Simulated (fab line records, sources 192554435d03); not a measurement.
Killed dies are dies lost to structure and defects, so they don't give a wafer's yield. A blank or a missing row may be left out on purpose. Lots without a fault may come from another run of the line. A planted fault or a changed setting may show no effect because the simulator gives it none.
Split-lot experiment | flow n5_finfet | 7 lots, 21 wafers read, on a route of 1938 steps

THE SPLIT
At N5_PASSIVATION_ETCH_54 (etches SiO2 in CHF3/O2, target depth 880 nm, time 440 s), the setting time_s was moved away from the recipe's 440 s on 6 of the 21 wafers read, by +8.1% to +16.6%. The other wafers ran this setting at the recipe's value.

The reading is taken at the split's own step.

THE READING
PASSIVATION.feature_depth_nm (the simulator's own value, which no gauge read), in nm, at N5_PASSIVATION_ETCH_54 (etches SiO2 in CHF3/O2, target depth 880 nm, time 440 s). The file gives no usual value for it. The 15 wafers here that ran the recipe average 868.5 nm, standard deviation 15 nm.

wafer  | tool, chamber at the split | time_s as run, s | against the recipe | PASSIVATION.feature_depth_nm, nm | against lot-mates on the recipe
L074.1 | rie_diel-01, 3             | 440              | recipe             | 894                              | -
L074.3 | rie_diel-01, 0             | 440              | recipe             | 844.6                            | -
L074.5 | rie_diel-01, 1             | 440              | recipe             | 883.4                            | -
L076.1 | rie_diel-04, 3             | 513              | +16.6%             | 1014                             | +146.0
L076.4 | rie_diel-04, 0             | 513              | +16.6%             | 984.6                            | +116.6
L076.5 | rie_diel-04, 3             | 440              | recipe             | 868                              | -
L077.1 | rie_diel-04, 0             | 440              | recipe             | 845                              | -
L077.4 | rie_diel-04, 1             | 440              | recipe             | 857.4                            | -
L077.5 | rie_diel-04, 1             | 440              | recipe             | 865.8                            | -
L080.1 | rie_diel-04, 3             | 440              | recipe             | 881                              | -
L080.2 | rie_diel-04, 1             | 440              | recipe             | 872.2                            | -
L080.6 | rie_diel-04, 1             | 440              | recipe             | 868                              | -
L083.4 | rie_diel-03, 1             | 440              | recipe             | 866.8                            | -
L083.5 | rie_diel-03, 3             | 440              | recipe             | 874.2                            | -
L083.6 | rie_diel-03, 0             | 440              | recipe             | 879.2                            | -
L082.1 | rie_diel-04, 0             | 440              | recipe             | 840.4                            | -
L082.4 | rie_diel-04, 1             | 475.5            | +8.1%              | 934.2                            | +93.8
L082.6 | rie_diel-04, 0             | 475.5            | +8.1%              | 913.6                            | +73.2
L086.3 | rie_diel-01, 0             | 478.9            | +8.8%              | 936.6                            | +49.0
L086.4 | rie_diel-01, 1             | 478.9            | +8.8%              | 967.8                            | +80.2
L086.5 | rie_diel-01, 1             | 440              | recipe             | 887.6                            | -

THE FIT
A straight line over all 21 wafers: PASSIVATION.feature_depth_nm changes by +8.01 nm for each +1% of time_s; r = +0.94; the points scatter about the line by 17 nm.
The same after taking each lot's own level away (the mean of its wafers on the recipe; 21 wafers): +8.12 nm for each +1%; r = +0.96; scatter 14 nm.
On that fit, the largest move of time_s shifts the reading by 1.3e+02 nm.
The lots' own levels span 840.40 to 887.60 nm, that is 3.0 times the standard deviation above.
So the lot-to-lot level changes the slope little: the two slopes agree.
Check: with one of the wafers moved furthest among these (+16.6%) left out of the fit, the line predicts +130 nm for it against its lot-mates. It came out at +146 nm against them.

OTHER SPLITS ON THESE WAFERS
These wafers also went through other splits before the reading. Each is held against what the fit with the lots' levels taken away leaves over:
other split on the same wafers         | wafers away from the commonest value | r with PASSIVATION.feature_depth_nm (lot level and that fit taken away)
N5_BEOL_M12_ETCH_59 bias_w             | 7                                    | +0.09
N5_BEOL_M13_TRENCH_ETCH_34 time_s      | 10                                   | +0.29
N5_BEOL_M13_SPUTTER_43 time_s          | 7                                    | +0.21
N5_BEOL_M15_COAT_04 spin_rpm           | 9                                    | -0.10
N5_BEOL_M15_ETCH_61 time_s             | 7                                    | +0.14
N5_BEOL_M15_SPUTTER_44 power_w         | 7                                    | +0.11
N5_PASSIVATION_SPUTTER_20 target_thk_a | 7                                    | -0.28

THE WHOLE CHAIN: every reading that the file lists as answering this split, in the file's order
step                   | what it does                                            | reading                                                                       | change (the file's fit)              | r (the file's)
N5_PASSIVATION_ETCH_54 | etches SiO2 in CHF3/O2, target depth 880 nm, time 440 s | etch.depth_nm (the simulator's own value, which no gauge read)                | +8.17 nm for each +1% of the setting | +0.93
N5_PASSIVATION_ETCH_54 | etches SiO2 in CHF3/O2, target depth 880 nm, time 440 s | PASSIVATION.feature_depth_nm (the simulator's own value, which no gauge read) | +8.17 nm for each +1% of the setting | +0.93

THE FILE'S OWN FIT
PASSIVATION.feature_depth_nm changes by +8.17 nm for each +1% of time_s, r = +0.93.
